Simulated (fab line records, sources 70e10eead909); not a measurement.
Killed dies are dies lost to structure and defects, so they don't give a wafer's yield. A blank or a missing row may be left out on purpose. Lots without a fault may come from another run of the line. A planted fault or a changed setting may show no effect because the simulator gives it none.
Which tool did it? | flow nand_harc | 24 lots, 72 wafers sampled, at 3 steps of a route of 1302

WHAT THE GAUGES READ, wafer by wafer
NHARC_P_M2_INSPECT_27.
lot  | measured     | on                | raw_defect_count
L074 | day 6 10:56  | defect_inspect-01 | 302 329 386
L075 | day 7 00:22  | defect_inspect-01 | 395 309 193
L076 | day 7 03:16  | defect_inspect-01 | 165 237 299
L077 | day 7 22:20  | defect_inspect-01 | 412 390 545
L078 | day 8 01:35  | defect_inspect-01 | 458 401 488
L079 | day 8 12:31  | defect_inspect-01 | 278 194 302
L080 | day 9 00:30  | defect_inspect-01 | 201 267 325
L081 | day 9 07:02  | defect_inspect-01 | 403 316 401
L082 | day 10 01:05 | defect_inspect-01 | 402 594 266
L083 | day 10 06:29 | defect_inspect-02 | 420 478 548
L084 | day 10 14:40 | defect_inspect-02 | 256 421 616
L085 | day 11 03:16 | defect_inspect-02 | 182 267 245
L086 | day 11 13:55 | defect_inspect-01 | 280 226 366
L087 | day 11 23:11 | defect_inspect-02 | 325 316 203
L088 | day 12 19:54 | defect_inspect-01 | 289 365 256
L089 | day 12 22:46 | defect_inspect-02 | 236 327 229
L090 | day 13 05:37 | defect_inspect-01 | 285 156 229
L091 | day 13 14:25 | defect_inspect-01 | 468 590 578
L092 | day 14 02:40 | defect_inspect-01 | 534 343 344
L093 | day 14 16:40 | defect_inspect-02 | 436 249 329
L094 | day 15 03:07 | defect_inspect-02 | 255 213 194
L095 | day 16 02:17 | defect_inspect-02 | 480 378 274
L096 | day 16 10:47 | defect_inspect-01 | 279 327 394
L097 | day 16 12:06 | defect_inspect-01 | 393 242 145

NHARC_P_BONDPAD_THK_MEAS_33: measures by ellipsometry.
lot  | measured     | on            | thk_nm (nm)
L074 | day 6 12:09  | film_metro-01 | 198.4 199.0 201.8
L075 | day 7 01:35  | film_metro-01 | 199.5 201.4 198.8
L076 | day 7 04:29  | film_metro-01 | 200.2 197.5 199.4
L077 | day 7 23:33  | film_metro-01 | 199.5 199.9 199.5
L078 | day 8 02:48  | film_metro-01 | 196.5 201.4 197.4
L079 | day 8 13:43  | film_metro-01 | 198.5 199.8 201.6
L080 | day 9 01:43  | film_metro-01 | 197.2 201.3 199.9
L081 | day 9 08:15  | film_metro-02 | 201.4 201.8 200.4
L082 | day 10 02:17 | film_metro-02 | 199.8 202.0 199.8
L083 | day 10 07:47 | film_metro-02 | 198.4 199.2 200.1
L084 | day 10 15:53 | film_metro-01 | 198.8 201.6 199.2
L085 | day 11 04:29 | film_metro-01 | 198.4 199.7 199.6
L086 | day 11 15:08 | film_metro-01 | 200.4 199.2 202.8
L087 | day 12 00:25 | film_metro-02 | 202.8 199.8 200.2
L088 | day 12 21:07 | film_metro-02 | 198.4 197.3 199.5
L089 | day 12 23:59 | film_metro-01 | 200.1 199.9 199.4
L090 | day 13 07:08 | film_metro-01 | 199.0 201.1 199.9
L091 | day 13 15:40 | film_metro-02 | 201.0 200.9 199.9
L092 | day 14 03:53 | film_metro-01 | 202.1 201.4 201.8
L093 | day 14 18:01 | film_metro-01 | 200.1 201.2 203.1
L094 | day 15 04:29 | film_metro-01 | 203.0 199.0 197.9
L095 | day 16 03:30 | film_metro-01 | 199.2 201.4 200.7
L096 | day 16 11:59 | film_metro-02 | 199.8 200.9 201.6
L097 | day 16 13:19 | film_metro-01 | 200.6 200.4 204.6

WHICH TOOL RAN EACH LOT (tool, then ch and the chambers of the sampled wafers, then the start)
lot  | NHARC_P_M2_CMP_23
L074 | cmp-04 ch 1,2,3, day 6 10:31
L075 | cmp-03 ch 0,1,2, day 6 23:55
L076 | cmp-04 ch 1,2,3, day 7 02:49
L077 | cmp-04 ch 0,1,2, day 7 21:55
L078 | cmp-03 ch 0,3, day 8 01:08
L079 | cmp-03 ch 0,2,3, day 8 12:02
L080 | cmp-03 ch 0,1,3, day 9 00:02
L081 | cmp-02 ch 0,1,2, day 9 06:39
L082 | cmp-04 ch 1,2, day 10 00:38
L083 | cmp-02 ch 0,1,3, day 10 06:01
L084 | cmp-03 ch 0,1, day 10 14:12
L085 | cmp-02 ch 0,1,3, day 11 02:46
L086 | cmp-03 ch 0,1,2, day 11 13:30
L087 | cmp-02 ch 0,2, day 11 22:43
L088 | cmp-04 ch 0,2,3, day 12 19:26
L089 | cmp-03 ch 0,3, day 12 22:18
L090 | cmp-02 ch 0,2, day 13 05:11
L091 | cmp-03 ch 0,1, day 13 13:58
L092 | cmp-04 ch 0,1,3, day 14 02:12
L093 | cmp-02 ch 0,2, day 14 16:13
L094 | cmp-04 ch 0,1, day 15 02:39
L095 | cmp-02 ch 2,3, day 16 01:49
L096 | cmp-03 ch 2,3, day 16 10:19
L097 | cmp-04 ch 2,3, day 16 11:39
- NHARC_P_M2_CMP_23: polishes, t overpolish 20 s, target thk 144.3 nm.

WHAT THE TOOLS THEMSELVES READ (means of the sampled wafers that have a number; where no wafer has one, the mark that the record gives instead)
NHARC_P_M2_CMP_23.
lot  | tool   | motor_current_A (A) | time_to_endpoint_s (s)
L074 | cmp-04 | 11.8                | 27.7
L075 | cmp-03 | 12.3                | 28.6
L076 | cmp-04 | 11.9                | 28.7
L077 | cmp-04 | 11.7                | 28.6
L078 | cmp-03 | 11.8                | 24.4
L079 | cmp-03 | 11.7                | 26.9
L080 | cmp-03 | 11.5                | 28.5
L081 | cmp-02 | 11.3                | 30.1
L082 | cmp-04 | 11.4                | 28.5
L083 | cmp-02 | 11.1                | 26.6
L084 | cmp-03 | 12.1                | 24.8
L085 | cmp-02 | 11.3                | 27.0
L086 | cmp-03 | 11.9                | 26.9
L087 | cmp-02 | 12.9                | 29.6
L088 | cmp-04 | 11.7                | 31.5
L089 | cmp-03 | 11.5                | 24.7
L090 | cmp-02 | 12.4                | 32.7
L091 | cmp-03 | 11.6                | 24.9
L092 | cmp-04 | 12.1                | 31.9
L093 | cmp-02 | 12.5                | 34.0
L094 | cmp-04 | 11.7                | 30.1
L095 | cmp-02 | 12.4                | 29.5
L096 | cmp-03 | 11.8                | 26.8
L097 | cmp-04 | 11.6                | 28.5

THE ANSWER, worked out from the rows above alone
Rule: what is usual is taken from the lots themselves. Put in order of their means at a reading, lots are off if they are a third of the lots or fewer, leave a main group of 4 or more, and stand apart from it by a gap of 3 or more times the standard deviation of the main group's means; of several such gaps the widest counts. A main group whose means are all the same, to the digits that the tables above print for the reading, isn't used. A lot without any number at a reading at which 4 lots or more have one is off too. The other lots that the step has rows for count as sound. The gauges are gone through in route order, then the tools' own readings, and for those a lot's mean is taken as printed above. The first step at which some lot is off is used, and at that step the reading that is off furthest; a lot without a number counts as furthest.
No lot is off at any reading shown: from this, nothing can be told.

WHAT THE SIMULATOR HAD PUT IN
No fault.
